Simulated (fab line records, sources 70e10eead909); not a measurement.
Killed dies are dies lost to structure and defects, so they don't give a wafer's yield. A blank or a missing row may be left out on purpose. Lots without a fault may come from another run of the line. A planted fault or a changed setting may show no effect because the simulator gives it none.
A struck lot beside a sound one | flow nand_harc | 15 steps out of a route of 1302
Sound: wafers L320.2, L320.3, L320.5. Struck: wafer L311.2. (L311.3, L311.5 of the same lot were not struck and are left out.) The cause comes at the end.
At each step with rows: each side's tool, then ch and its chambers, then its first start. Under that, the readings that differ: sound wafers | struck wafers | difference of the means | sigmas: that difference in standard deviations of wafers without a fault.
alike: readings whose means differ by less than 2 such deviations, and words and numbers that are the same on both sides. not compared: withheld readings, readings that some wafer has no value for, bounds like >300 that may hide the same value, and numbers for which the record gives no deviation and whose values overlap.
The two part at a step that has a row with sigmas, a row that says differs or no value, or rows on one side only. Numbers that don't overlap but have no deviation are shown without sigmas and don't part them. A reading that every wafer of one side lacks parts them only if that side has two wafers or more.

first, 3 steps without rows for these wafers: NHARC_A_CHANNEL_HOLE_D1_STRIP_41 (strips in N2/H2); NHARC_A_CHANNEL_HOLE_D1_STRIP_42 (strips in CF4/CHF3); NHARC_A_CHANNEL_HOLE_D1_STRIP_43 (strips in O2/COS).
NHARC_A_CHANNEL_HOLE_D1_ETCH_44: etches the open film in CF4/O2, target depth 140 nm, overetch 14 nm, time 77 s.
  sound on rie_diel-10 ch 1,2, day 15 16:13; struck on rie_diel-10 ch 1, day 11 17:47
  alike: cf4_flow_sccm, drypump_motor_current_A, oes_product_au, rf_vpp_V, showerhead_plenum_p_Torr, throttle_valve_pct
  not compared: rf_hours_counter_h
NHARC_A_CHANNEL_HOLE_D1_STRIP_27: strips in O2.
  sound on rie_diel-10 ch 0,1,3; struck on rie_diel-10 ch 1
  reading                | sound                | struck | difference | sigmas
  throttle_valve_pct (%) | 17.037 17.040 17.048 | 17.021 | -0.021     | -2
  alike: drypump_motor_current_A, oes_product_au, rf_vpp_V, showerhead_plenum_p_Torr
  not compared: rf_hours_counter_h
then, 2 steps without rows for these wafers: NHARC_A_CHANNEL_HOLE_D1_PRECLEAN_28 (cleans in SC1); NHARC_A_CHANNEL_HOLE_D1_SRD_29.
NHARC_A_CHANNEL_HOLE_D1_CD_MEAS_30:
  sound on cd_sem-02, day 15 17:01; struck on cd_sem-03, day 11 18:35
  alike: cd_nm
NHARC_A_CHANNEL_HOLE_D1_XSEM_31:
  sound on xsem-02 ch 0, day 15 17:06; struck on xsem-01 ch 0, day 11 18:41
  alike: bot_cd_nm, bow_nm, tilt_deg
NHARC_A_CHANNEL_HOLE_D1_INSPECT_40:
  sound on defect_inspect-02, day 15 17:12; struck on defect_inspect-02, day 11 18:46
  alike: raw_defect_count
then, 2 steps without rows for these wafers: NHARC_A_CHANNEL_FILL_D1_PRECLEAN_00 (cleans in SC1); NHARC_A_CHANNEL_FILL_D1_SRD_01.
NHARC_A_CHANNEL_FILL_D1_ALD_02: deposits SiO2, target thk 6 nm, pulse time 10 s, ald cycles 60.
  sound on ald_hk-03 ch 1,2, day 15 17:28; struck on ald_hk-02 ch 3, day 11 19:00
  reading              | sound                | struck | difference | sigmas
  susceptor_temp_C (C) | 300.14 299.79 300.00 | 289.34 | -10.64     | -53
  alike: heater_power_w, precursor_pulse_height_rel
NHARC_A_CHANNEL_FILL_D1_ALD_03: deposits SiNx, target thk 6 nm, pulse time 60 s, ald cycles 58.
  sound on ald_sin_batch-03 ch 0; struck on ald_sin_batch-02 ch 0
  alike: precursor_pulse_height_rel, susceptor_temp_C
-- the record jumps here: 16 days lie between the struck wafers' starts before and after (it left off in module A_CHANNEL_FILL_D1 and takes up again in module END, whose first step shown is number 1302 of the route) --
NHARC_END_SORT_01:
  sound on prober-02 ch 0, day 31 00:17; struck on prober-02 ch 0, day 27 09:27
  reading             | sound | struck | difference | sigmas
  killed_at_periphery | 6 7 4 | 1      | -5         | -2
  alike: killed_at_array, killed_at_other, killed_dies, killed_open, killed_short

WHERE THEY PART
First at NHARC_A_CHANNEL_HOLE_D1_STRIP_27; last, within this record, at NHARC_END_SORT_01.

WHY: what the simulator had put in
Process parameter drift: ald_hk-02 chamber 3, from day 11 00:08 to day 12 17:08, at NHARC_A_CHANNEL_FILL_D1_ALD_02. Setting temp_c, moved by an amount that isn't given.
